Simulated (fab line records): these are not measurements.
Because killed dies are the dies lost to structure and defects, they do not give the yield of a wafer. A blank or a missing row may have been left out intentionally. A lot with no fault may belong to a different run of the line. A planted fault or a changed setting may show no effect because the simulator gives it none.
Split-lot experiment | flow n5_finfet | 21 wafers read across 7 lots, on a route 1938 steps long

## ON THE SPLIT
At N5_MOL_CONTACT_COAG_COAT_62 (time 60 s, resist thk 60 nm), the setting spin_rpm was moved away from the recipe's 1500 rpm on 4 of the 21 wafers read, by -6.3% to +6.5%. All remaining wafers had this setting at the recipe value.

## FROM THE SPLIT TO THE READING: what the file shows between them, 11 steps
- N5_MOL_CONTACT_COAG_COAT_63: time 60 s, resist thk 10 nm
- N5_MOL_CONTACT_COAG_COAT_64: time 60 s, resist thk 10 nm
- N5_MOL_CONTACT_COAG_ALD_133: deposits SiO2, target thk 5 nm, pulse time 1 s, co reactant pulse time 1 s
- N5_MOL_CONTACT_COAG_ETCHBACK_134: etches SiO2 in CHF3, target depth 10 nm, time 6.7 s
- N5_MOL_CONTACT_COAG_ETCH_67: etches SOC in N2/H2, target depth 60 nm, overetch 21 nm, time 101.2 s
- N5_MOL_CONTACT_COAG_STRIP_68: strips in N2/H2
- N5_MOL_CONTACT_COAG_STRIP_69: strips in N2/H2
- N5_MOL_CONTACT_COAG_ETCHBACK_136: etches SiO2 in CHF3, target depth 25 nm, time 16.7 s
- N5_MOL_CONTACT_COAG_STRIP_120: strips in CHF3
- N5_MOL_CONTACT_COAG_VIA_ETCH_117: etches SiO2 in C4F6/O2, target depth 40 nm, overetch 8 nm, time 26 s
- N5_MOL_CONTACT_COAG_ETCH_124: etches SiNx in CH3F/O2, stops on SiOC, target depth 6.5 nm

## THE READING
SOC_of_MOL_CONTACT_COAG_COAT_62.thk_nm (the simulator's own value, which no gauge read), in nm, at N5_MOL_CONTACT_COAG_ETCH_48 (etches SiOC in C4F6/O2, target depth 15 nm, overetch 4.5 nm, time 17 s). No usual value for it is given in the file. The 17 wafers here that ran the recipe average 45.8 nm, standard deviation 0.28 nm.

wafer  | tool, chamber at the split | spin_rpm as run, rpm | against the recipe | SOC_of_MOL_CONTACT_COAG_COAT_62.thk_nm, nm | against lot-mates on the recipe
L075.3 | litho_track-02, 0          | 1500                 | recipe             | 46.4                                       | -
L075.4 | litho_track-02, 0          | 1500                 | recipe             | 46.2                                       | -
L075.5 | litho_track-02, 0          | 1598                 | +6.5%              | 44                                         | -2.3
L080.2 | litho_track-05, 0          | 1500                 | recipe             | 45.4                                       | -
L080.4 | litho_track-05, 0          | 1500                 | recipe             | 45.8                                       | -
L080.5 | litho_track-05, 0          | 1500                 | recipe             | 45.6                                       | -
L082.1 | litho_track-02, 0          | 1406                 | -6.3%              | 47.8                                       | +2.2
L082.3 | litho_track-02, 0          | 1500                 | recipe             | 45.6                                       | -
L082.4 | litho_track-02, 0          | 1406                 | -6.3%              | 48.4                                       | +2.8
L086.4 | litho_track-03, 0          | 1500                 | recipe             | 45.6                                       | -
L086.5 | litho_track-03, 0          | 1500                 | recipe             | 45.8                                       | -
L086.6 | litho_track-03, 0          | 1500                 | recipe             | 45.4                                       | -
L092.2 | litho_track-02, 0          | 1500                 | recipe             | 45.8                                       | -
L092.5 | litho_track-02, 0          | 1500                 | recipe             | 45.8                                       | -
L092.4 | litho_track-02, 0          | 1500                 | recipe             | 45.6                                       | -
L096.3 | litho_track-02, 0          | 1500                 | recipe             | 46.2                                       | -
L096.4 | litho_track-02, 0          | 1500                 | recipe             | 46                                         | -
L096.5 | litho_track-02, 0          | 1500                 | recipe             | 45.4                                       | -
L097.1 | litho_track-02, 0          | 1500                 | recipe             | 45.8                                       | -
L097.5 | litho_track-02, 0          | 1500                 | recipe             | 45.8                                       | -
L097.3 | litho_track-02, 0          | 1441                 | -3.9%              | 47.4                                       | +1.6

THE FIT
A straight line over all 21 wafers: SOC_of_MOL_CONTACT_COAG_COAT_62.thk_nm changes by -0.341 nm for each +1% of spin_rpm; r = -0.95; the points scatter about the line by 0.31 nm.
The same after taking each lot's own level away (the mean of its wafers on the recipe; 21 wafers): -0.383 nm for each +1%; r = -0.98; scatter 0.2 nm.
That fit puts the effect of the largest move of spin_rpm on the reading at 2.5 nm.
Across the lots, their own levels run from 45.60 to 46.30 nm, a range of 2.5 times the standard deviation given above.
Hence the slope depends on the lot-to-lot level, as the two fits are not the same.
Check: with one of the wafers moved furthest among these (+6.5%) left out of the fit, the line predicts -2.61 nm for it against its lot-mates. It came out at -2.3 nm against them.

## THESE WAFERS: OTHER SPLITS
Other splits were also applied to these wafers ahead of the reading. Each is held against what the fit with the lots' levels taken away leaves over:
other split on the same wafers        | wafers away from the commonest value | r with SOC_of_MOL_CONTACT_COAG_COAT_62.thk_nm (lot level and that fit taken away)
N5_MOL_CONTACT_COAG_EXPOSE_81 dose_mj | 9                                    | -0.19
N5_MOL_CONTACT_COAG_ETCH_91 source_w  | 8                                    | +0.22

## THE WHOLE CHAIN: every reading that the file lists as answering this split, in the file's order
step                             | what it does                                                           | reading                                                                                 | change (the file's fit)               | r (the file's)
N5_MOL_CONTACT_COAG_COAT_62      | time 60 s, resist thk 60 nm                                            | SOC_of_MOL_CONTACT_COAG_COAT_62.thk_nm (the simulator's own value, which no gauge read) | -0.305 nm for each +1% of the setting | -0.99
N5_MOL_CONTACT_COAG_ETCH_67      | etches SOC in N2/H2, target depth 60 nm, overetch 21 nm, time 101.2 s  | etch.depth_nm (the simulator's own value, which no gauge read)                          | -0.318 nm for each +1% of the setting | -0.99
N5_MOL_CONTACT_COAG_ETCHBACK_136 | etches SiO2 in CHF3, target depth 25 nm, time 16.7 s                   | SOC_of_MOL_CONTACT_COAG_COAT_62.thk_nm (the simulator's own value, which no gauge read) | -0.324 nm for each +1% of the setting | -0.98
N5_MOL_CONTACT_COAG_VIA_ETCH_117 | etches SiO2 in C4F6/O2, target depth 40 nm, overetch 8 nm, time 26 s   | SOC_of_MOL_CONTACT_COAG_COAT_62.thk_nm (the simulator's own value, which no gauge read) | -0.35 nm for each +1% of the setting  | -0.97
N5_MOL_CONTACT_COAG_ETCH_124     | etches SiNx in CH3F/O2, stops on SiOC, target depth 6.5 nm             | SOC_of_MOL_CONTACT_COAG_COAT_62.thk_nm (the simulator's own value, which no gauge read) | -0.366 nm for each +1% of the setting | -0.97
N5_MOL_CONTACT_COAG_ETCH_48      | etches SiOC in C4F6/O2, target depth 15 nm, overetch 4.5 nm, time 17 s | SOC_of_MOL_CONTACT_COAG_COAT_62.thk_nm (the simulator's own value, which no gauge read) | -0.38 nm for each +1% of the setting  | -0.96

## THE FILE'S OWN FIT
SOC_of_MOL_CONTACT_COAG_COAT_62.thk_nm changes by -0.38 nm for each +1% of spin_rpm, r = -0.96.
